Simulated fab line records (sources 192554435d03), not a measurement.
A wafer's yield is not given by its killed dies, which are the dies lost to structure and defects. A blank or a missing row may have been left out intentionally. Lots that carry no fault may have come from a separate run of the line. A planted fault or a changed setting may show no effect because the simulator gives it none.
fab line records + flow n5Finfet
record
- lots=3
- wafers=9
- lastDay=19
route steps=1938 shown DUMMY_GATE@235 SPACER0@258 SD_EPI_N@262 SD_EPI_P@305 SD_ACTIVATION@334 BEOL_M4@1111 PASSIVATION@1936
lots that met no fault: from a run of the same line without faults
startH: hours from the record's first day to the start of the lot's first wafer shown + waitH: how many hours have passed since the lot's step before this one + " the same as in the row above + L1.1+2: a single row standing in for several wafers + - no value, or no start given + * or withheld: withheld + < > ~ a bound
route shown NAME@n: names a module that has steps shown in the file, with the first one's number in the route + usual: the fault-free wafers' mean and standard deviation + same: alike in all rows + chamber/n: place in a boat + sites: readings site by site + _std_site: the values' standard deviation + _edge_site: outer sites' mean less inner sites' + radiusMm: for every site, how far away it sits from the centre of the wafer + mask NAME#n: copy n + behind: the tool/chamber that last shaped the wafer + hold: why the lot was held/for how many hours/how that ended + device: whichever transistor did not switch (one of n, p or np) + end of line: tests of these same wafers at the route's end + a step without rows: its recipe alone + killed: dies lost to structure and defects at the first sort, not the wafer's yield + map: shows each die of a wafer: x if killed, . if not, _ if none is there
set.NAME: setting as actually run; set.NAME@STEP: the setting as run at that earlier step + model.NAME: the simulator's own value behind a step, which no gauge read
certain route steps with their lots: each step a table, each wafer a row
services: when a tool's chamber went out of use (startH, in hours from the record's first day, below 0 if earlier), for how many hours, and the reason
## steps
# step N5_DUMMY_GATE_ETCH_29
# recipe
- chemistry=N2/H2
- target=underlayer
- targetDepthA=130
- ionEnergyEv=200
- pressureMtorr=30
- sourceW=840
- biasW=150
- n2FlowSccm=200
- h2FlowSccm=200
# step N5_DUMMY_GATE_ETCH_36
# recipe
- chemistry=CF4
- target=SiARC
- targetDepthA=130
- pressureMtorr=40
- sourceW=545
- biasW=36
- Ar_flow_sccm=100
- cf4FlowSccm=100
- ionEnergyEv=80
# step N5_DUMMY_GATE_ETCH_37
# recipe
- chemistry=N2/H2
- target=SOC
- targetDepthA=600
- overetchA=300
- tempC=40
- ionEnergyEv=200
- pressureMtorr=30
- sourceW=840
- biasW=150
- n2FlowSccm=200
- h2FlowSccm=200
# step N5_DUMMY_GATE_STRIP_38
# recipe
- chemistry=N2/H2
- tempC=40
- n2FlowSccm=200
- h2FlowSccm=200
- rfFrequencyHz=6e+07
# step N5_DUMMY_GATE_STRIP_39
# recipe
- chemistry=N2/H2
- tempC=40
- n2FlowSccm=200
- h2FlowSccm=200
- rfFrequencyHz=6e+07
# step N5_DUMMY_GATE_TRIM_49
# recipe
- chemistry=O2
- resist=SOC
- timeS=29
- targetCdNm=14
- sourcePowerW=300
- biasPowerW=0
- O2_flow_sccm=100
- tempC=20
# step N5_DUMMY_GATE_STRIP_40
# recipe
- chemistry=CF4
- resist=SiARC
- powerW=300
- biasPowerW=75
- pressureMtorr=50
- cf4FlowSccm=150
- rfFrequencyHz=6e+07
# step N5_DUMMY_GATE_ETCH_31
# recipe
- chemistry=C4F6/O2
- target=SiO2
- maskMaterial=SOC
- targetDepthA=825
- timeS=27.5
- ionEnergyEv=250
- pressureMtorr=30
- sourceW=345
- biasW=185
- Ar_flow_sccm=300
- C4F6_flow_sccm=10
- O2_flow_sccm=10
# step N5_DUMMY_GATE_STRIP_41
# recipe
- chemistry=O2
- powerW=400
- tempC=40
- pressureMtorr=30
- rfFrequencyHz=6e+07
- biasPowerW=0
- overashFraction=0.3
- o2FlowSccm=225
# step N5_DUMMY_GATE_HM_OPEN_21
# recipe
- chemistry=CH3F/O2
- target=SiNx
- targetDepthA=1200
- Ar_flow_sccm=150
- CH3F_flow_sccm=30
- O2_flow_sccm=23
- timeS=171.4
- pressureMtorr=30
- sourceW=395
- biasW=73
- ionEnergyEv=120.7
# step N5_DUMMY_GATE_ETCH_32
# recipe
- chemistry=CF4
- target=SiO2
- targetDepthA=35
- timeS=3.9
- ionEnergyEv=350
- pressureMtorr=10
- icpW=800
- biasW=400
- cf4FlowSccm=80
# step N5_DUMMY_GATE_ETCH_23
# recipe
- chemistry=HBr/Cl2/O2
- HBr_flow_sccm=150
- Cl2_flow_sccm=80
- O2_flow_sccm=12
- biasW=102
- targetDepthA=410
- timeS=22.3
- target=poly-Si
- maskMaterial=SiO2
- pressureMtorr=10
- icpW=800
# usual
- drypumpMotorCurrentA=5.7/0.47
- heBacksideLeakSccm=2.8/0.44
- oesProductAu=0.995/0.022
- throttleValvePct=37.19/0.24
| lot.wafer | tool     | chamber | startH | waitH | drypumpMotorCurrentA | heBacksideLeakSccm | oesProductAu | rfHoursCounterH | throttleValvePct |
|-----------|----------|---------|--------|-------|----------------------|--------------------|--------------|-----------------|------------------|
| L129.1    | rieSi-05 | 3       | 46.65  | 0.0   | 5.4                  | 2.6                | 1.051        | 150             | 37.62            |
| L129.3    | "        | 1       | "      | "     | 6.0                  | 3.0                | 0.975        | 6               | 37.24            |
| L129.5    | "        | 2       | "      | "     | 5.4                  | 2.9                | 0.986        | -               | 37.01            |
| L144.1    | rieSi-05 | 2       | 138.16 | 0.0   | 5.4                  | 2.8                | 0.984        | 155             | 37.02            |
| L144.2    | "        | 3       | "      | "     | 5.4                  | 2.6                | 1.037        | 151             | 37.61            |
| L144.5    | "        | 1       | "      | "     | 6.0                  | 3.2                | 0.970        | -               | 37.23            |
| L150.1    | rieSi-04 | 0       | 175.07 | 0.0   | 4.8                  | 2.4                | 0.986        | 7               | 36.99            |
| L150.2    | "        | 3       | "      | "     | 6.0                  | 2.6                | 1.011        | 48              | 37.38            |
| L150.4    | "        | 1       | "      | "     | 6.7                  | 2.2                | 0.988        | 106             | 37.18            |
# step N5_DUMMY_GATE_ETCH_44
# recipe
- chemistry=HBr/O2
- overEtchFrac=0.7
- targetDepthA=1275
- stopOn=SiO2
- ionEnergyEv=60
- biasW=20
- target=poly-Si
- maskMaterial=SiO2
- pressureMtorr=20
- icpW=400
- HBr_flow_sccm=120
- O2_flow_sccm=10
# step N5_DUMMY_GATE_ETCH_42
# recipe
- chemistry=CHF3/O2
- target=SiO2
- targetDepthA=35
- timeS=31
- ionEnergyEv=30
- biasW=12
- pressureMtorr=30
- sourceW=600
- Ar_flow_sccm=200
- CHF3_flow_sccm=50
- O2_flow_sccm=5
# step N5_DUMMY_GATE_STRIP_48
# recipe
- chemistry=N2/H2
- timeS=20
- powerW=100
- tempC=40
- pressureMtorr=100
- rfFrequencyHz=6e+07
- biasPowerW=3
- n2FlowSccm=300
- h2FlowSccm=300
# step N5_DUMMY_GATE_PRECLEAN_33
# recipe
- chemistry=dHF
- timeS=10
- dilution=750:1
- tempC=25
# step N5_DUMMY_GATE_PRECLEAN_25
# recipe
- chemistry=O3/DIW
- timeS=45
- tempC=22
- o3Ppm=10
# step N5_DUMMY_GATE_PRECLEAN_51
# recipe
- chemistry=SC2
- timeS=45
- tempC=35
- mix=1:1:50
# step N5_DUMMY_GATE_SRD_26
# recipe
- dry=ipaMarangoni
- timeS=30
- tempC=23
- rinseLiquid=diw
# step N5_DUMMY_GATE_UV_OZONE_45
# recipe
- timeS=120
- pressureTorr=760
- tempC=25
# step N5_DUMMY_GATE_INSPECT_27
# recipe
- inspectInstrument=brightfield
- mode=aei
# usual
- rawDefectCount=299/80
| lot.wafer | tool             | chamber | startH | waitH | rawDefectCount |
|-----------|------------------|---------|--------|-------|----------------|
| L129.1    | defectInspect-01 | -       | 47.10  | 0.0   | 144            |
| L129.3    | "                | -       | "      | "     | 175            |
| L129.5    | "                | -       | "      | "     | 203            |
| L144.1    | defectInspect-02 | -       | 138.61 | 0.0   | 601            |
| L144.2    | "                | -       | "      | "     | 392            |
| L144.5    | "                | -       | "      | "     | 229            |
| L150.1    | defectInspect-02 | -       | 175.52 | 0.0   | 276            |
| L150.2    | "                | -       | "      | "     | 368            |
| L150.4    | "                | -       | "      | "     | 384            |
# step N5_SPACER0_ALD_07
# recipe
- material=SiNx
- targetThkA=20
- tempC=400
- aldPrecursorFamily=SiH2I2
- aldCoReactant=N2/H2-plasma
- pressureTorr=2
# step N5_SPACER0_ALD_00
# recipe
- material=SiOCN
- targetThkA=35
- tempC=400
- aldPrecursorFamily=alkyl-aminosilane
- aldCoReactant=O2/N2-plasma
- pulseTimeS=3
- purgeTimeS=2
- coReactantPurgeTimeS=2
- aldCycles=58
- pressureTorr=2
# step N5_SPACER0_ALD_08
# recipe
- material=SiNx
- targetThkA=20
- tempC=400
- aldPrecursorFamily=SiH2I2
- aldCoReactant=N2/H2-plasma
- pressureTorr=2
# step N5_SPACER0_INSPECT_04
# recipe
- inspectInstrument=darkfield
- mode=postDep
# usual
- rawDefectCount=136/26
| lot.wafer | tool             | chamber | startH | waitH | rawDefectCount |
|-----------|------------------|---------|--------|-------|----------------|
| L129.1    | defectInspect-02 | -       | 47.71  | 0.1   | 93             |
| L129.3    | "                | -       | "      | "     | 126            |
| L129.5    | "                | -       | "      | "     | 140            |
| L144.1    | defectInspect-02 | -       | 139.28 | 0.1   | 418            |
| L144.2    | "                | -       | "      | "     | 177            |
| L144.5    | "                | -       | "      | "     | 114            |
| L150.1    | defectInspect-02 | -       | 176.93 | 0.1   | 116            |
| L150.2    | "                | -       | "      | "     | 151            |
| L150.4    | "                | -       | "      | "     | 144            |
# step N5_SD_EPI_N_COAT_32
# recipe
- resist=SOC
- tempC=250
- timeS=60
- spinRpm=1500
- resistThkNm=350
# step N5_SD_EPI_N_COAT_33
# recipe
- resist=SiARC
- tempC=220
- timeS=60
- spinRpm=1500
- resistThkNm=35
# step N5_SD_EPI_N_COAT_03
# recipe
- resist=CAR-ArF-block
- spinRpm=1500
- resistThkNm=150
# step N5_SD_EPI_N_EBR_05
# recipe
- solvent=PGMEA
- ebrWidthMm=1.5
# step N5_SD_EPI_N_SOFTBAKE_04
# recipe
- tempC=110
- timeS=60
- resist=CAR-ArF-block
# step N5_SD_EPI_N_EXPOSE_06
# recipe
- maskId=SD_N_BLK
- na=1.35
- sourceShape=conventional
- sigmaOuter=0.8
- polarization=unpolarized
- targetCdNm=120
- doseMj=39.75
# step N5_SD_EPI_N_PEB_07
# recipe
- pebTempC=110
- pebTimeS=60
- resist=CAR-ArF-block
# step N5_SD_EPI_N_DEVELOP_08
# recipe
- developTimeS=30
- developer=TMAH
- resist=CAR-ArF-block
- devTempC=23
- rinseLiquid=diw
- dry=airSpin
# step N5_SD_EPI_N_INSPECT_11
# recipe
- mode=adi
- inspectInstrument=macro
# usual
- rawDefectCount=2.0/1.5
| lot.wafer | tool             | chamber | startH | waitH | rawDefectCount |
|-----------|------------------|---------|--------|-------|----------------|
| L129.1    | defectInspect-01 | -       | 48.16  | 0.0   | 2              |
| L129.3    | "                | -       | "      | "     | 1              |
| L129.5    | "                | -       | "      | "     | 0              |
| L144.1    | defectInspect-01 | -       | 139.74 | 0.0   | 279            |
| L144.2    | "                | -       | "      | "     | 6              |
| L144.5    | "                | -       | "      | "     | 2              |
| L150.1    | defectInspect-01 | -       | 177.38 | 0.0   | 4              |
| L150.2    | "                | -       | "      | "     | 0              |
| L150.4    | "                | -       | "      | "     | 3              |
# step N5_SD_EPI_N_DESCUM_14
# recipe
- chemistry=O2
- timeS=7.9
- sourcePowerW=50
- biasPowerW=20
- pressureMtorr=20
- rfFrequencyHz=2.712e+07
- tempC=40
- resist=CAR-ArF-block
- o2FlowSccm=225
# step N5_SD_EPI_N_ETCH_34
# recipe
- chemistry=CF4
- target=SiARC
- targetDepthA=455
- maskMaterial=CAR-ArF-block
- timeS=75.8
- ionEnergyEv=80
- pressureMtorr=40
- sourceW=545
- biasW=36
- Ar_flow_sccm=100
- cf4FlowSccm=100
- ends=cleared
# step N5_SD_EPI_N_ETCH_35
# recipe
- chemistry=N2/H2
- target=SOC
- overetchA=1080
- maskMaterial=SiARC
- tempC=40
- ionEnergyEv=100
- sourceW=3000
- biasW=133
- pressureMtorr=20
- timeS=486
- n2FlowSccm=200
- h2FlowSccm=200
# step N5_SD_EPI_N_STRIP_36
# recipe
- chemistry=N2/H2
- tempC=40
- n2FlowSccm=200
- h2FlowSccm=200
- rfFrequencyHz=6e+07
# step N5_SD_EPI_N_INSPECT_26
# recipe
- inspectInstrument=darkfield
- mode=postEpi
# usual
- rawDefectCount=212/45
| lot.wafer | tool             | chamber | startH | waitH | rawDefectCount |
|-----------|------------------|---------|--------|-------|----------------|
| L129.1    | defectInspect-02 | -       | 53.26  | 0.1   | 140            |
| L129.3    | "                | -       | "      | "     | 190            |
| L129.5    | "                | -       | "      | "     | 222            |
| L144.1    | defectInspect-02 | -       | 145.44 | 0.1   | 472            |
| L144.2    | "                | -       | "      | "     | 266            |
| L144.5    | "                | -       | "      | "     | 229            |
| L150.1    | defectInspect-02 | -       | 182.57 | 0.1   | 163            |
| L150.2    | "                | -       | "      | "     | 218            |
| L150.4    | "                | -       | "      | "     | 171            |
# step N5_SD_EPI_P_INSPECT_11
# recipe
- mode=adi
- inspectInstrument=macro
# usual
- rawDefectCount=2.0/1.4
| lot.wafer | tool             | chamber | startH | waitH | rawDefectCount |
|-----------|------------------|---------|--------|-------|----------------|
| L129.1    | defectInspect-01 | -       | 53.72  | 0.0   | 2              |
| L129.3    | "                | -       | "      | "     | 0              |
| L129.5    | "                | -       | "      | "     | 1              |
| L144.1    | defectInspect-02 | -       | 145.90 | 0.0   | 272            |
| L144.2    | "                | -       | "      | "     | 0              |
| L144.5    | "                | -       | "      | "     | 1              |
| L150.1    | defectInspect-01 | -       | 183.02 | 0.0   | 0              |
| L150.2    | "                | -       | "      | "     | 2              |
| L150.4    | "                | -       | "      | "     | 0              |
# step N5_SD_EPI_P_INSPECT_26
# recipe
- inspectInstrument=darkfield
- mode=postEpi
# usual
- rawDefectCount=177/39
| lot.wafer | tool             | chamber | startH | waitH | rawDefectCount |
|-----------|------------------|---------|--------|-------|----------------|
| L129.1    | defectInspect-01 | -       | 58.64  | 0.0   | 104            |
| L129.3    | "                | -       | "      | "     | 133            |
| L129.5    | "                | -       | "      | "     | 128            |
| L144.1    | defectInspect-01 | -       | 149.65 | 0.0   | 439            |
| L144.2    | "                | -       | "      | "     | 200            |
| L144.5    | "                | -       | "      | "     | 190            |
| L150.1    | defectInspect-01 | -       | 186.77 | 0.0   | 124            |
| L150.2    | "                | -       | "      | "     | 149            |
| L150.4    | "                | -       | "      | "     | 154            |
# step N5_SD_ACTIVATION_INSPECT_02
# recipe
- inspectInstrument=darkfield
- mode=postAnneal
# usual
- rawDefectCount=185/44
| lot.wafer | tool             | chamber | startH | waitH | rawDefectCount |
|-----------|------------------|---------|--------|-------|----------------|
| L129.1    | defectInspect-02 | -       | 59.40  | 0.2   | 108            |
| L129.3    | "                | -       | "      | "     | 151            |
| L129.5    | "                | -       | "      | "     | 162            |
| L144.1    | defectInspect-02 | -       | 150.42 | 0.2   | 450            |
| L144.2    | "                | -       | "      | "     | 221            |
| L144.5    | "                | -       | "      | "     | 209            |
| L150.1    | defectInspect-01 | -       | 187.64 | 0.2   | 131            |
| L150.2    | "                | -       | "      | "     | 145            |
| L150.4    | "                | -       | "      | "     | 150            |
# step N5_BEOL_M4_RC_MEAS_101
# usual
- DIBL_N=36.3/1.7
- DIBL_P=36.5/2.1
- IOFF_N=0.16/0.03
- IOFF_P=0.22/0.035
- ION_N=675/11
- ION_P=465/7.1
- SS_N=71.5/0.62
- SS_P=73.3/0.64
- VT_N=250/3.1
- VT_P=-249.1/3
| lot.wafer | tool      | chamber | startH | waitH | DIBL_N[mV/V] | DIBL_P[mV/V] | IOFF_N[nA/um] | IOFF_P[nA/um] | ION_N[uA/um] | ION_P[uA/um] | SS_N[mV/dec] | SS_P[mV/dec] | VT_N[mV] | VT_P[mV] |
|-----------|-----------|---------|--------|-------|--------------|--------------|---------------|---------------|--------------|--------------|--------------|--------------|----------|----------|
| L129.1    | prober-01 | 0       | 170.41 | 0.6   | 37.1         | 38.1         | 0.17          | 0.25          | 675          | 474          | 71.7         | 73.5         | 249      | -246.4   |
| L129.3    | "         | 0       | "      | "     | 34.6         | 35.1         | 0.13          | 0.20          | 659          | 459          | 71.2         | 73.1         | 256      | -250.4   |
| L129.5    | "         | 0       | "      | "     | 37.9         | 38.9         | 0.20          | 0.27          | 669          | 468          | 73.1         | 73.4         | 248      | -245.3   |
| L144.1    | prober-02 | 0       | 307.25 | 0.0   | 38.4         | 38.1         | 0.20          | 0.27          | 694          | 471          | 71.7         | 74.1         | 244      | -243.2   |
| L144.2    | "         | 0       | "      | "     | 35.2         | 34.2         | 0.13          | 0.18          | 667          | 460          | 70.3         | 72.6         | 250      | -249.3   |
| L144.5    | "         | 0       | "      | "     | 37.1         | 35.5         | 0.15          | 0.20          | 671          | 461          | 71.2         | 73.0         | 251      | -250.8   |
| L150.1    | prober-01 | 0       | 327.19 | 0.0   | 38.0         | 38.1         | 0.19          | 0.23          | 695          | 465          | 71.6         | 73.8         | 245      | -249.2   |
| L150.2    | "         | 0       | "      | "     | 38.3         | 36.0         | 0.18          | 0.19          | 660          | 452          | 72.7         | 71.6         | 250      | -254.6   |
| L150.4    | "         | 0       | "      | "     | 39.9         | 39.1         | 0.21          | 0.24          | 680          | 461          | 71.8         | 74.6         | 246      | -252.0   |
# step N5_PASSIVATION_PROBE_49
# usual
- defectLimitedYield=91.2/1.4
- killed_at_M0_to_M3=36/10
- killed_at_M4_up=13/5.1
- killedAtContacts=12/5.4
- killedAtFrontEnd=39/11
- killedAtOther=3.5/2.4
- killedDies=104/17
- killedOnRim=14/3.8
- killedOpen=67/13
- killedShort=36/8.3
- sort_bin_5_function=5.2/0.98
- sort_bin_6_memory=3.3/0.68
- sortNPass=1076/17
- sortYieldPct=91.2/1.4
# same
- grossDies=1180
- killedAtBackSide=0
- sort_bin_4_leakage[%]=0
- sort_bin_8_speed[%]=0
| lot.wafer | tool      | chamber | startH | waitH | defectLimitedYield[%] | killed_at_M0_to_M3 | killed_at_M4_up | killedAtContacts | killedAtFrontEnd | killedAtOther | killedDies | killedOnRim | killedOpen | killedShort | sort_bin_5_function[%] | sort_bin_6_memory[%] | sortNPass | sortYieldPct[%] |
|-----------|-----------|---------|--------|-------|-----------------------|--------------------|-----------------|------------------|------------------|---------------|------------|-------------|------------|-------------|------------------------|----------------------|-----------|-----------------|
| L144.1    | prober-02 | -       | 428.40 | 0.0   | 85.3                  | 35                 | 12              | 11               | 111              | 4             | 173        | 27          | 55         | 34          | 9.1                    | 3.8                  | 1007      | 85.3            |
# killed by level:class
L144.1 DUMMY_GATE:unspecified=83 BEOL_M0_SAQP:geometricParticle:short=19 BEOL_M0_SAQP:geometricParticle:open=12 MOL_CONTACT_COAG:geometricParticle:open=10 FIN_SAQP:geometricParticle:open=5 STI_FIN_REVEAL:geometricParticle:open=5 DUMMY_GATE:geometricParticle:open=4 STARTING-WAFER:geometricParticle:open=4
# map L144.1 (x killed, . not)
_________________............________________
______________...........xx..x.._____________
___________...x.................x..__________
__________.........x................_________
________.........x...................._______
_______................................______
______.................xx....x.........._____
_____x.....x.............................____
____xx..........................x.......x.___
___.....................x......x...x.......__
___.....x.......x..........................__
__................x........................._
__x......................x.............x...._
_............................................
_.x.x.....x..x...............................
_...x.x.x......................x.............
_...x........x.....x.....x...................
_............................................
_...........x.................x...x..........
_...........xx.x...........................x.
_x...x...........x.x....x..x.......x.........
__..x..xx..................................._
__....x...x........x...........x.x...x......_
___..............x..x.....x.........x..x...__
___.x...x....xx...........x................__
____x......x.xx.x.x...x.........x.........___
_____..x.....xxxxxxxxxxx.x...............____
______.....x...xxxxxxx.x......x.x.....x._____
_______...x..xxxxxxxxxxx.........x.x...______
________....xxxxxxxxxx..x...........x._______
__________xxxxxxxxxxxxx.xx.......x.._________
___________.xx.xxxxx..xxx....x...x.__________
______________xxxxxxxxxx...x...._____________
_________________xxxxx.......________________
# map L129.3 (x killed, . not)
_________________.xx.....x...________________
______________.......x.........._____________
___________........................__________
__________.................x.....x.._________
________....x...x........x..........x._______
_______......xx........x.........x.....______
______........x...x....................._____
_____..........................x.........____
____...x.x................x..x...........x___
___.............................x..........__
___x..............x....x...x........x......__
__x.......x...........xx.........x.x.x.....x_
__..................x.........x...........x._
_...x.x.............................x........
_..x...............x.........................
_....x.........x............x.xx......x......
_...........................x........x......x
_..................x.................x.....x.
_..................x.........................
_..x...........x..x...............x.........x
_...........x..................x..x..........
__.........x..x..x..........x......x....x..._
__..x......x.....x...............x.........._
___.........x...........x.................x__
___........................x.....x.....x...__
____...........x...........x......x.......___
_____....................................____
______..x..x..x.....x..................._____
_______x...................x...........______
________.x.....x......................_______
__________..x..................x...._________
___________.x.x...x...........x....__________
______________...x...x..x......._____________
_________________............________________
## services
| tool     | chamber | startH | hours | kind   |
|----------|---------|--------|-------|--------|
| rieSi-05 | -       | 24.91  | 0.1   | repair |
| rieSi-05 | 3       | 104.98 | 9.2   | repair |
| rieSi-05 | 3       | 173.25 | 8.4   | repair |
## key
firstSign
- step=N5_DUMMY_GATE_INSPECT_27
- reading=rawDefectCount
- direction=up
- sigmas=3.8
- usual=299
- struck=601
effect
- step=N5_SPACER0_INSPECT_04
- reading=rawDefectCount
- direction=up
- sigmas=11
- usual=136
- struck=418
effect
- step=N5_SD_EPI_N_INSPECT_11
- reading=rawDefectCount
- direction=up
- sigmas=99+
- usual=2.0
- struck=279
effect
- step=N5_SD_EPI_N_INSPECT_26
- reading=rawDefectCount
- direction=up
- sigmas=5.8
- usual=212
- struck=472
effect
- step=N5_SD_EPI_P_INSPECT_11
- reading=rawDefectCount
- direction=up
- sigmas=99+
- usual=2.0
- struck=272
effect
- step=N5_SD_EPI_P_INSPECT_26
- reading=rawDefectCount
- direction=up
- sigmas=6.7
- usual=177
- struck=439
effect
- step=N5_SD_ACTIVATION_INSPECT_02
- reading=rawDefectCount
- direction=up
- sigmas=6.1
- usual=185
- struck=450
effect
- step=N5_PASSIVATION_PROBE_49
- reading=killedAtFrontEnd
- direction=up
- sigmas=6.7
- usual=39
- struck=111
moreKillsBornAt
- N5_DUMMY_GATE_ETCH_23@rieSi-05=83
metAt N5_DUMMY_GATE_ETCH_23
struckWafers L144.1
onsetBetween 46.65 138.16
fault
- kind=chamberParticleSource
- tool=rieSi-05
- chamber=2
- onsetH=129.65
- steps=N5_DUMMY_GATE_ETCH_23
- ratePerVisitCm2=0.40857
- endH=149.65
